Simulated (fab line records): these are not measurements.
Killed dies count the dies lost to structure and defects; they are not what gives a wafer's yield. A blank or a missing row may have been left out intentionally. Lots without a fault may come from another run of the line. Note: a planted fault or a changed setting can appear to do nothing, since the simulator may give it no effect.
Which tool was responsible? / flow n5_finfet / 24 lots with 72 wafers sampled at 2 steps, on a route of 1938 steps

## WHAT EACH GAUGE READ, for each wafer
N5_HKMG_FIN_OVL_MEAS_13.
lot=L074; measured=day 4 03:28; on=overlay-01; NWFM_OVL (nm)=-0.7 -0.5 -1.0
lot=L075; measured=day 4 13:36; on=overlay-02; NWFM_OVL (nm)=0.2 -0.9 0.5
lot=L076; measured=day 4 15:44; on=overlay-02; NWFM_OVL (nm)=0.7 0.6 1.0
lot=L077; measured=day 5 02:18; on=overlay-02; NWFM_OVL (nm)=-0.1 0.3 -0.1
lot=L078; measured=day 5 03:16; on=overlay-01; NWFM_OVL (nm)=0.1 -0.9 -0.2
lot=L079; measured=day 5 10:46; on=overlay-02; NWFM_OVL (nm)=0.1 0.1 1.0
lot=L080; measured=day 5 14:31; on=overlay-02; NWFM_OVL (nm)=-1.1 -0.9 -0.5
lot=L081; measured=day 5 20:55; on=overlay-01; NWFM_OVL (nm)=0.5 0.3 -0.3
lot=L082; measured=day 6 05:47; on=overlay-02; NWFM_OVL (nm)=1.2 -0.4 0.4
lot=L083; measured=day 6 10:20; on=overlay-02; NWFM_OVL (nm)=-1.1 0.8 -1.5
lot=L084; measured=day 6 19:25; on=overlay-02; NWFM_OVL (nm)=-0.5 -0.5 0.7
lot=L085; measured=day 6 21:44; on=overlay-01; NWFM_OVL (nm)=0.0 -1.6 -0.4
lot=L086; measured=day 7 06:26; on=overlay-01; NWFM_OVL (nm)=0.5 0.3 -1.2
lot=L087; measured=day 7 12:49; on=overlay-02; NWFM_OVL (nm)=-2.4 -1.2 -1.8
lot=L088; measured=day 7 15:53; on=overlay-02; NWFM_OVL (nm)=0.0 0.0 0.0
lot=L089; measured=day 7 23:59; on=overlay-01; NWFM_OVL (nm)=-0.1 0.4 -0.1
lot=L090; measured=day 8 01:36; on=overlay-02; NWFM_OVL (nm)=0.9 0.5 0.7
lot=L091; measured=day 8 08:49; on=overlay-01; NWFM_OVL (nm)=-0.7 -0.4 -1.0
lot=L092; measured=day 8 19:10; on=overlay-01; NWFM_OVL (nm)=-0.1 0.5 0.8
lot=L093; measured=day 8 21:54; on=overlay-01; NWFM_OVL (nm)=0.5 0.4 0.8
lot=L094; measured=day 9 02:58; on=overlay-01; NWFM_OVL (nm)=0.5 0.1 0.1
lot=L095; measured=day 9 09:34; on=overlay-02; NWFM_OVL (nm)=-0.4 -0.4 -0.2
lot=L096; measured=day 9 16:20; on=overlay-02; NWFM_OVL (nm)=0.4 -0.5 -0.7
lot=L097; measured=day 9 21:28; on=overlay-01; NWFM_OVL (nm)=0.9 -0.6 -0.3

N5_HKMG_FIN_INSPECT_28: inspects for defects (darkfield).
lot=L074; measured=day 4 08:11; on=defect_inspect-02; raw_defect_count=31 30 45
lot=L075; measured=day 4 18:08; on=defect_inspect-01; raw_defect_count=39 31 45
lot=L076; measured=day 4 20:28; on=defect_inspect-01; raw_defect_count=46 42 37
lot=L077; measured=day 5 06:57; on=defect_inspect-01; raw_defect_count=52 37 53
lot=L078; measured=day 5 07:54; on=defect_inspect-02; raw_defect_count=42 28 34
lot=L079; measured=day 5 15:29; on=defect_inspect-01; raw_defect_count=31 24 36
lot=L080; measured=day 5 19:05; on=defect_inspect-01; raw_defect_count=39 62 36
lot=L081; measured=day 6 01:29; on=defect_inspect-02; raw_defect_count=71 58 44
lot=L082; measured=day 6 10:17; on=defect_inspect-02; raw_defect_count=59 60 106
lot=L083; measured=day 6 14:55; on=defect_inspect-01; raw_defect_count=21 21 29
lot=L084; measured=day 7 00:26; on=defect_inspect-01; raw_defect_count=36 33 72
lot=L085; measured=day 7 02:16; on=defect_inspect-02; raw_defect_count=77 26 33
lot=L086; measured=day 7 11:13; on=defect_inspect-02; raw_defect_count=16 38 25
lot=L087; measured=day 7 17:32; on=defect_inspect-02; raw_defect_count=58 38 14
lot=L088; measured=day 7 20:22; on=defect_inspect-02; raw_defect_count=44 70 94
lot=L089; measured=day 8 04:25; on=defect_inspect-01; raw_defect_count=99 67 24
lot=L090; measured=day 8 06:03; on=defect_inspect-02; raw_defect_count=33 15 22
lot=L091; measured=day 8 14:13; on=defect_inspect-01; raw_defect_count=51 51 48
lot=L092; measured=day 9 01:31; on=defect_inspect-02; raw_defect_count=46 81 46
lot=L093; measured=day 9 02:25; on=defect_inspect-02; raw_defect_count=83 84 51
lot=L094; measured=day 9 07:30; on=defect_inspect-02; raw_defect_count=37 25 44
lot=L095; measured=day 9 14:32; on=defect_inspect-02; raw_defect_count=30 34 43
lot=L096; measured=day 9 20:48; on=defect_inspect-01; raw_defect_count=20 22 22
lot=L097; measured=day 10 01:59; on=defect_inspect-02; raw_defect_count=21 38 75

## WHICH TOOL RAN EACH LOT (tool, then ch and the chambers of the sampled wafers, then the start)
The record shows no process step preceding these readings.

## AS READ BY THE TOOLS THEMSELVES (means over the sampled wafers that have a number; for cases with no such wafer, the mark the record gives instead)
The record holds no such reading with a usual standard deviation.

## THE ANSWER, worked out from the rows above alone
Rule: the lots themselves supply what counts as usual. Put in order of their means at a reading, lots are off if they are a third of the lots or fewer, leave a main group of 4 or more, and stand apart from it by a gap of 3 or more times the standard deviation of the main group's means; of several such gaps the widest counts. A main group is skipped when, at the precision printed for the reading in the tables above, its means are all equal. A lot without any number at a reading at which 4 lots or more have one is off too. Any other lot the step has rows for is counted as sound. After the gauges, taken in route order, come the tools' own readings; for these a lot's mean is taken, as printed above. At the first step where some lot is off, the reading lying furthest off is the one used; lots without a number count as furthest.
No lot is off on any of the readings shown, so nothing can be concluded from this.

## WHAT THE SIMULATOR HAD INSERTED
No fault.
